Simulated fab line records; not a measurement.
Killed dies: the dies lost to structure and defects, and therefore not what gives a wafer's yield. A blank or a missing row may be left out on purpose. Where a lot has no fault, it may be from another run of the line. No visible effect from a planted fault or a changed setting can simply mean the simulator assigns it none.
Struck lot and sound lot, side by side || flow nand harc || 15 out of 1302 route steps
Sound: the wafers L178.2, L178.4, L178.5. The struck wafers were L172.2, L172.4, L172.6. The cause is named last.
Per side, at each step with rows, come the tool, then ch with its chambers, and then its first start. Under that, the readings that differ: sound wafers || struck wafers || difference of the means || sigmas: that difference in standard deviations of wafers without a fault.
alike: a reading whose means differ by less than 2 such deviations, as well as words and numbers matching on both sides. not compared: withheld readings; readings where some wafer has no value; bounds like >300 that might hide an equal value; numbers whose values overlap and for which the record gives no deviation.
Wherever a step has rows on one side only, a row that says differs or no value, or a row with sigmas, the two part there. When numbers do not overlap yet have no deviation, they are printed without sigmas and do not part them. A reading missing from all wafers of one side parts the sides only when that side holds two or more wafers.

first, 5 steps without rows for these wafers: NHARC_A_CONTACT_SOFTBAKE_03 (time 55 s); NHARC_A_CONTACT_EBR_04; NHARC_A_CONTACT_EXPOSE_05 (exposes mask A CC); NHARC_A_CONTACT_PEB_06 (peb time 65 s); NHARC_A_CONTACT_DEVELOP_07 (develop time 35 s).
NHARC_A_CONTACT_CD_MEAS_08: the cd target is 200 nm.
  sound on cd sem-03 ch 0, day 28 05:22; struck on cd sem-03 ch 0, day 25 17:32
  alike: cd nm
NHARC_A_CONTACT_OVL_MEAS_09:
  sound on overlay-01 at day 28 05:27; struck on overlay-02 at day 25 17:37
  alike: overlay x nm, overlay y nm
NHARC_A_CONTACT_INSPECT_10:
  sound on defect inspect-01 at day 28 05:29; struck on defect inspect-01 at day 25 17:40
{"reading": "raw defect count", "sound": "55 54 57", "struck": "149 153 145", "difference": "+94", "sigmas": "+2"}
NHARC_A_CONTACT_DESCUM_13: chemistry O2, time 3 s.
  sound on rie diel-13 ch 1,2, day 28 05:33; struck on rie diel-01 ch 0,2, day 25 17:43
  alike: drypump motor current A, oes product au, rf vpp V, showerhead plenum p Torr, throttle valve pct
  not compared: rf hours counter h
NHARC_A_CONTACT_ETCH_88: etches the open film in CF4, target depth 39 nm, time 65 s.
  sound on rie diel-13 ch 0,3, day 28 05:38; struck on rie diel-01 ch 0,2,3, day 25 17:49
  alike: cf4 flow sccm, drypump motor current A, oes product au, rf vpp V, run length s, showerhead plenum p Torr, throttle valve pct
  not compared: rf hours counter h
NHARC_A_CONTACT_ETCH_89: etches the open film in N2/H2, target depth 260 nm, time 475.3 s.
  sound on rie diel-13 ch 1,2,3; struck on rie diel-01 ch 1,2
  alike: drypump motor current A, oes product au, rf vpp V, run length s, showerhead plenum p Torr, throttle valve pct
  not compared: rf hours counter h
NHARC_A_CONTACT_ETCH_30: etches the open film in CF4/CHF3, target depth 72.6 nm, time 36.3 s.
  sound on rie diel-13 ch 0,1,2; struck on rie diel-01 ch 0,2,3
{"reading": "rf vpp V (V)", "sound": "371.8 373.0 373.0", "struck": "366.9 370.4 368.2", "difference": -4.1, "sigmas": -2}
{"reading": "showerhead plenum p Torr (Torr)", "sound": "1.61 1.65 1.60", "struck": "1.47 1.58 1.53", "difference": -0.09, "sigmas": -2}
  alike: cf4 flow sccm, drypump motor current A, oes product au, run length s, throttle valve pct
  not compared: rf hours counter h
NHARC_A_CONTACT_ETCH_31: etches the open film in O2/COS, target depth 2800 nm, time 728 s.
  sound on rie diel-13 ch 1,2,3, day 28 06:11; struck on rie diel-01 ch 0,2,3, day 25 18:22
{"reading": "run length s (s)", "sound": "749.8 749.2 749.7", "struck": "584.2 584.0 584.6", "difference": -165.3, "sigmas": "-99 or more"}
  alike: cos flow sccm, drypump motor current A, oes product au, rf vpp V, showerhead plenum p Torr, throttle valve pct
  not compared: rf hours counter h
NHARC_A_CONTACT_ETCH_134: etches the open film in C4F8/O2/Ar, time 140 s, target depth 700 nm.
  sound on har cap etch-02 ch 0, day 28 06:43; struck on har cap etch-02 ch 0,1, day 25 18:51
  alike: run length s
  not compared: rf hours counter h
-- record jumps: 2 days between struck wafers' starts before vs after; left off in module A_CONTACT, resumes in module END, first step shown is number 1302 of the route --
NHARC_END_SORT_01:
  sound on prober-02 ch 0, day 30 10:16; struck on prober-01 ch 0, day 27 19:17
{"reading": "hold", "sound": "- - -", "struck": "await dispo/2.3h/release await dispo/2.3h/release await dispo/2.3h/release", "difference": "no value on the sound wafers", "sigmas": ""}
{"reading": "killed at array", "sound": "45 43 44", "struck": "370 365 258", "difference": "+287", "sigmas": "+14"}
{"reading": "killed dies", "sound": "50 44 48", "struck": "372 366 261", "difference": "+286", "sigmas": "+14"}
  alike: killed at other, killed at periphery, killed open, killed short

== WHERE THEY PART ==
At NHARC_A_CONTACT_INSPECT_10 first; at NHARC_END_SORT_01 last (within this record only).

WHY: what had been put in by the simulator
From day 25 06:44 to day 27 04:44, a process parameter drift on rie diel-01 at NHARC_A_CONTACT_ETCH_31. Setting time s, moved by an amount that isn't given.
